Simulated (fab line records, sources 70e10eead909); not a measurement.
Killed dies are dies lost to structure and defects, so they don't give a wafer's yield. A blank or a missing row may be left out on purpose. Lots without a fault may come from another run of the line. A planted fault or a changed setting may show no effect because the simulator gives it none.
Which tool did it? | flow nand_harc | 13 lots, 38 wafers sampled, at 6 steps of a route of 1302

WHAT THE GAUGES READ, wafer by wafer
NHARC_P_ZERO_WELL_CD_MEAS_11: target cd 500 nm. Usual: cd_nm 499.2 nm, standard deviation 2.
lot  | measured     | on        | cd_nm (nm)        | flag
L709 | day 1 21:07  | cd_sem-01 | 497.3 497.7 495.8 |
L710 | day 2 07:14  | cd_sem-01 | 499.5 496.8 501.5 |
L711 | day 2 17:14  | cd_sem-03 | 503.9 501.7 500.3 |
L712 | day 3 03:14  | cd_sem-03 | 500.6 498.7 502.9 |
L714 | day 3 23:07  | cd_sem-01 | 496.8 497.6 495.6 |
L715 | day 4 09:15  | cd_sem-03 | 508.9 511.4       | OFF
L723 | day 7 17:14  | cd_sem-01 | 499.6 500.5 500.6 |
L724 | day 8 03:14  | cd_sem-01 | 502.2 501.2 497.6 |
L725 | day 8 13:07  | cd_sem-03 | 499.9 498.0 498.2 |
L726 | day 8 23:14  | cd_sem-01 | 499.2 498.2 499.0 |
L728 | day 9 19:07  | cd_sem-02 | 500.2 502.1 500.2 |
L729 | day 10 05:07 | cd_sem-03 | 497.8 496.1 498.1 |
L731 | day 11 01:15 | cd_sem-01 | 502.9 499.9 497.6 |

NHARC_P_STI_CD_MEAS_09: target cd 200 nm. Usual: cd_nm 201.1 nm, standard deviation 1.8.
lot  | measured     | on        | cd_nm (nm)        | flag
L709 | day 2 21:59  | cd_sem-02 | 201.1 202.7 199.6 |
L710 | day 3 04:41  | cd_sem-03 | 198.0 200.1 199.7 |
L711 | day 3 16:39  | cd_sem-02 | 202.2 200.0 204.4 |
L712 | day 4 02:02  | cd_sem-02 | 203.0 201.0 200.9 |
L714 | day 4 20:35  | cd_sem-03 | 199.6 198.9 200.1 |
L715 | day 5 07:20  | cd_sem-02 | 204.9 201.7       |
L723 | day 8 16:19  | cd_sem-03 | 198.5 200.3 197.6 |
L724 | day 9 02:38  | cd_sem-02 | 199.0 198.9 202.8 |
L725 | day 9 11:05  | cd_sem-02 | 198.0 200.9 197.9 |
L726 | day 9 20:53  | cd_sem-01 | 205.3 202.2 203.6 |
L728 | day 10 16:32 | cd_sem-02 | 202.7 200.3 203.1 |
L729 | day 11 03:26 | cd_sem-01 | 204.4 202.0 200.4 |
L731 | day 11 23:49 | cd_sem-03 | 202.2 202.5 202.9 |

NHARC_P_STI_OVL_MEAS_10. Usual: overlay_x_nm 0 nm, standard deviation 6; overlay_y_nm 0 nm, standard deviation 5.
lot  | measured     | on         | overlay_x_nm (nm) | overlay_y_nm (nm) | flag
L709 | day 2 22:04  | overlay-01 | 9 9 9             | 7 7 7             |
L710 | day 3 04:46  | overlay-02 | 16 17 16          | 0 0 0             |
L711 | day 3 16:44  | overlay-02 | -1 -1 -1          | 0 0 0             |
L712 | day 4 02:08  | overlay-01 | -5 -4 -5          | -5 -5 -5          |
L714 | day 4 20:40  | overlay-02 | 3 3 3             | 3 2 3             |
L715 | day 5 07:25  | overlay-01 | -1 -2             | -2 -2             |
L723 | day 8 16:24  | overlay-01 | -6 -6 -5          | -3 -2 -3          |
L724 | day 9 02:44  | overlay-01 | 3 3 3             | -8 -8 -8          |
L725 | day 9 11:10  | overlay-02 | 3 3 4             | 8 7 8             |
L726 | day 9 20:59  | overlay-02 | -8 -9 -8          | -5 -6 -5          |
L728 | day 10 16:38 | overlay-01 | 3 3 3             | 4 4 4             |
L729 | day 11 03:32 | overlay-02 | -2 -1 -2          | 1 1 1             |
L731 | day 11 23:55 | overlay-02 | 0 0 1             | -4 -3 -3          |

NHARC_END_SORT_01. Usual: killed_at_array 62, standard deviation 15; killed_at_other 0.8, standard deviation 1; killed_at_periphery 3.7, standard deviation 2.6; killed_dies 66, standard deviation 15; killed_open 3.1, standard deviation 1.8; killed_short 2.6, standard deviation 1.7.
lot  | measured     | on        | killed_at_array | killed_at_other | killed_at_periphery | killed_dies | killed_open | killed_short | flag
L726 | day 31 07:50 | prober-02 | 55 50 47        | 1 0 0           | 1 4 2               | 57 54 49    | 2 2 3       | 2 2 6        |
L728 | day 33 08:45 | prober-02 | 83 73 70        | 0 0 0           | 5 4 13              | 88 77 83    | 7 3 2       | 3 2 4        |

WHICH TOOL RAN EACH LOT (tool, then ch and the chambers of the sampled wafers, then the start)
lot  | NHARC_P_ZERO_WELL_PEB_09          | NHARC_P_ZERO_WELL_DESCUM_13
L709 | litho_track-07 ch 0, day 1 21:01  | rie_diel-11 ch 0,1,3, day 1 21:16
L710 | litho_track-03 ch 0, day 2 07:09  | rie_diel-04 ch 2,3, day 2 07:23
L711 | litho_track-03 ch 0, day 2 17:09  | rie_diel-11 ch 0,2,3, day 2 18:07
L712 | litho_track-03 ch 0, day 3 03:09  | rie_diel-04 ch 0,1,3, day 3 03:25
L714 | litho_track-07 ch 0, day 3 23:02  | rie_diel-05 ch 0,1,2, day 3 23:17
L715 | litho_track-03 ch 0, day 4 09:10  | rie_diel-04 ch 1, day 4 09:24
L723 | litho_track-03 ch 0, day 7 17:09  | rie_diel-11 ch 1,2,3, day 7 17:25
L724 | litho_track-03 ch 0, day 8 03:10  | rie_diel-04 ch 0,1,3, day 8 03:28
L725 | litho_track-03 ch 0, day 8 13:02  | rie_diel-05 ch 0,1,2, day 8 13:17
L726 | litho_track-07 ch 0, day 8 23:10  | rie_diel-11 ch 0,1,3, day 8 23:24
L728 | litho_track-03 ch 0, day 9 19:02  | rie_diel-04 ch 2,3, day 9 19:29
L729 | litho_track-02 ch 0, day 10 05:02 | rie_diel-11 ch 0,1,2, day 10 05:16
L731 | litho_track-03 ch 0, day 11 01:10 | rie_diel-11 ch 0,2,3, day 11 01:26
- NHARC_P_ZERO_WELL_PEB_09: peb time 80 s.
- NHARC_P_ZERO_WELL_DESCUM_13: chemistry O2, time 3 s.

WHAT THE TOOLS THEMSELVES READ (means of the sampled wafers that have a number; where no wafer has one, the mark that the record gives instead)
NHARC_P_ZERO_WELL_DESCUM_13. Usual: drypump_motor_current_A 5.8 A, standard deviation 0.43; oes_product_au 0.997 a.u., standard deviation 0.01; rf_vpp_V 57.6 V, standard deviation 0.86; showerhead_plenum_p_Torr 1.87 Torr, standard deviation 0.066; throttle_valve_pct 11.312 %, standard deviation 0.0086.
lot  | tool        | drypump_motor_current_A (A) | oes_product_au (a.u.) | rf_vpp_V (V) | showerhead_plenum_p_Torr (Torr) | throttle_valve_pct (%) | flag
L709 | rie_diel-11 | 5.8                         | 0.996                 | 56.9         | 1.86                            | 11.315                 |
L710 | rie_diel-04 | 5.6                         | 1.010                 | 57.9         | 1.88                            | 11.318                 |
L711 | rie_diel-11 | 5.7                         | 1.004                 | 57.0         | 1.84                            | 11.313                 |
L712 | rie_diel-04 | 6.0                         | 0.992                 | 57.8         | 1.92                            | 11.322                 |
L714 | rie_diel-05 | 6.1                         | 0.976                 | 57.3         | 1.89                            | 11.306                 |
L715 | rie_diel-04 | 5.7                         | 0.990                 | 58.5         | 1.96                            | 11.322                 |
L723 | rie_diel-11 | 5.6                         | 0.999                 | 57.3         | 1.82                            | 11.310                 |
L724 | rie_diel-04 | 6.0                         | 0.997                 | 57.4         | 1.91                            | 11.310                 |
L725 | rie_diel-05 | 6.1                         | 0.991                 | 57.4         | 1.88                            | 11.322                 |
L726 | rie_diel-11 | 5.8                         | 0.994                 | 57.2         | 1.85                            | 11.313                 |
L728 | rie_diel-04 | 5.5                         | 1.004                 | 56.2         | 1.86                            | 11.305                 |
L729 | rie_diel-11 | 5.8                         | 0.986                 | 58.1         | 1.86                            | 11.318                 |
L731 | rie_diel-11 | 5.7                         | 0.998                 | 57.9         | 1.82                            | 11.316                 |

THE ANSWER, worked out from the rows above alone
Rule: a lot is off if the mean of its wafers that have a number lies more than 3 standard deviations from the usual mean. A lot without any number at a reading at which 4 lots or more have one is off too. The other lots that the step has rows for count as sound. The gauges are gone through in route order, then the tools' own readings, and for those a lot's mean is taken as printed above. The first step at which some lot is off is used, and at that step the reading that is off furthest; a lot without a number counts as furthest.
Off: L715, at NHARC_P_ZERO_WELL_CD_MEAS_11 (cd_nm).
A tool fits if, at a process step before that reading, it ran every lot that is off, and no sound lot after the first of them. The gauges at NHARC_P_ZERO_WELL_CD_MEAS_11 are tried like those tools. None of those tried fits.

WHAT THE SIMULATOR HAD PUT IN
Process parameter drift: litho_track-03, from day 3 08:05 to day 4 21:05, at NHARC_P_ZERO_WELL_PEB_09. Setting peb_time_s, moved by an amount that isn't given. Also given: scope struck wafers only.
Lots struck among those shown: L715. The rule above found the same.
